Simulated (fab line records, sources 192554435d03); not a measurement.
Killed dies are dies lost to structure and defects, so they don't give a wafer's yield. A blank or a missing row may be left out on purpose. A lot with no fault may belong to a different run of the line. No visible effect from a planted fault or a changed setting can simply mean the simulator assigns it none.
The tool behind it: which one? :: flow n5Finfet :: 10 lots with 30 wafers sampled at 5 steps, on a route of 1938 steps

WHAT THE GAUGES READ, wafer by wafer
N5_PASSIVATION_INSPECT_64: inspects for defects (macro).
lot: L968
measured: day 13 16:20
on: defectInspect-01
rawDefectCount: 3 2 0

lot: L975
measured: day 15 12:44
on: defectInspect-02
rawDefectCount: 2 >300 >300

lot: L977
measured: day 17 04:29
on: defectInspect-02
rawDefectCount: 4 >300 3

lot: L976
measured: day 17 19:23
on: defectInspect-01
rawDefectCount: 2 5 1

lot: L981
measured: day 17 19:53
on: defectInspect-02
rawDefectCount: 0 1 1

lot: L980
measured: day 18 05:41
on: defectInspect-02
rawDefectCount: 1 1 3

lot: L984
measured: day 19 11:16
on: defectInspect-02
rawDefectCount: 1 2 2

lot: L987
measured: day 19 12:34
on: defectInspect-01
rawDefectCount: 1 1 2

lot: L990
measured: day 19 17:11
on: defectInspect-01
rawDefectCount: 1 2 2

lot: L988
measured: day 19 17:41
on: defectInspect-02
rawDefectCount: 1 1 0

TOOL THAT RAN EACH LOT (tool first, then ch and the chambers of the sampled wafers, then the start)
lot: L968
N5_PASSIVATION_PECVD_55: pecvd-03 ch 0,1, day 13 11:22
N5_PASSIVATION_ETCH_15: rieDiel-06 ch 2,3, day 13 15:31 or earlier
N5_PASSIVATION_DEGAS_18: pvdSputter-01, day 13 15:31
N5_PASSIVATION_AL_DEP_21: pvdSputter-01, day 13 15:41

lot: L975
N5_PASSIVATION_PECVD_55: pecvd-03 ch 1,2, day 15 08:25
N5_PASSIVATION_ETCH_15: rieDiel-03 ch 0,1,3, day 15 11:54 or earlier
N5_PASSIVATION_DEGAS_18: pvdSputter-01, day 15 11:54
N5_PASSIVATION_AL_DEP_21: pvdSputter-01, day 15 12:05

lot: L977
N5_PASSIVATION_PECVD_55: pecvd-02 ch 0,2, day 17 02:03
N5_PASSIVATION_ETCH_15: rieDiel-03 ch 0,2, day 17 03:39 or earlier
N5_PASSIVATION_DEGAS_18: pvdSputter-01, day 17 03:39
N5_PASSIVATION_AL_DEP_21: pvdSputter-01, day 17 03:50

lot: L976
N5_PASSIVATION_PECVD_55: pecvd-02 ch 0,2, day 17 14:59
N5_PASSIVATION_ETCH_15: rieDiel-03 ch 1,2,3, day 17 18:33 or earlier
N5_PASSIVATION_DEGAS_18: pvdSputter-03, day 17 18:33
N5_PASSIVATION_AL_DEP_21: pvdSputter-03, day 17 18:44

lot: L981
N5_PASSIVATION_PECVD_55: pecvd-02 ch 0,2, day 17 15:20
N5_PASSIVATION_ETCH_15: rieDiel-03 ch 0,1,2, day 17 19:03 or earlier
N5_PASSIVATION_DEGAS_18: pvdSputter-02, day 17 19:03
N5_PASSIVATION_AL_DEP_21: pvdSputter-02, day 17 19:14

lot: L980
N5_PASSIVATION_PECVD_55: pecvd-04 ch 0,1, day 18 02:16
N5_PASSIVATION_ETCH_15: rieDiel-02 ch 0,2, day 18 04:59 or earlier
N5_PASSIVATION_DEGAS_18: pvdSputter-03, day 18 04:59
N5_PASSIVATION_AL_DEP_21: pvdSputter-03, day 18 05:10

lot: L984
N5_PASSIVATION_PECVD_55: pecvd-04 ch 0,2, day 19 08:44
N5_PASSIVATION_ETCH_15: rieDiel-02 ch 0,3, day 19 10:26 or earlier
N5_PASSIVATION_DEGAS_18: pvdSputter-01, day 19 10:26
N5_PASSIVATION_AL_DEP_21: pvdSputter-01, day 19 10:37

lot: L987
N5_PASSIVATION_PECVD_55: pecvd-04 ch 0,1,2, day 19 09:11
N5_PASSIVATION_ETCH_15: rieDiel-03 ch 0,1,2, day 19 11:44 or earlier
N5_PASSIVATION_DEGAS_18: pvdSputter-01, day 19 11:44
N5_PASSIVATION_AL_DEP_21: pvdSputter-01, day 19 11:55

lot: L990
N5_PASSIVATION_PECVD_55: pecvd-04 ch 1,2, day 19 09:16
N5_PASSIVATION_ETCH_15: rieDiel-06 ch 0,1,3, day 19 16:21 or earlier
N5_PASSIVATION_DEGAS_18: pvdSputter-03, day 19 16:21
N5_PASSIVATION_AL_DEP_21: pvdSputter-03, day 19 16:32

lot: L988
N5_PASSIVATION_PECVD_55: pecvd-04 ch 0,1,2, day 19 13:36
N5_PASSIVATION_ETCH_15: rieDiel-03 ch 0,1,3, day 19 16:51 or earlier
N5_PASSIVATION_DEGAS_18: pvdSputter-03, day 19 16:51
N5_PASSIVATION_AL_DEP_21: pvdSputter-03, day 19 17:02
- N5_PASSIVATION_PECVD_55: deposits SiO2 from SiH4/N2O, target thk 400 nm, time 22.5 s.
- N5_PASSIVATION_ETCH_15: etches SiCN in CF4/N2, target depth 75 nm, time 81.2 s.
- N5_PASSIVATION_DEGAS_18: time 60 s.
- N5_PASSIVATION_AL_DEP_21: deposits Al, target thk 2800 nm, time 170 s.

THE ANSWER, worked out from the rows above alone
Rule: usual is defined by the lots themselves. The widest of any qualifying gaps counts: lots, ordered by their means at a reading, are off when they make up no more than a third of the lots, leave a main group of 4 or more, and stand apart from it by 3 or more times the standard deviation of that group's means. If all means in a main group match to the digits the tables above print for the reading, that group is not used. Also off: a lot with no number at a reading for which 4 or more lots have one. Where the step has rows for the other lots, those lots are counted as sound.
No lot is off at any reading shown: from this, nothing can be told.

WHAT HAD BEEN PUT IN BY THE SIMULATOR
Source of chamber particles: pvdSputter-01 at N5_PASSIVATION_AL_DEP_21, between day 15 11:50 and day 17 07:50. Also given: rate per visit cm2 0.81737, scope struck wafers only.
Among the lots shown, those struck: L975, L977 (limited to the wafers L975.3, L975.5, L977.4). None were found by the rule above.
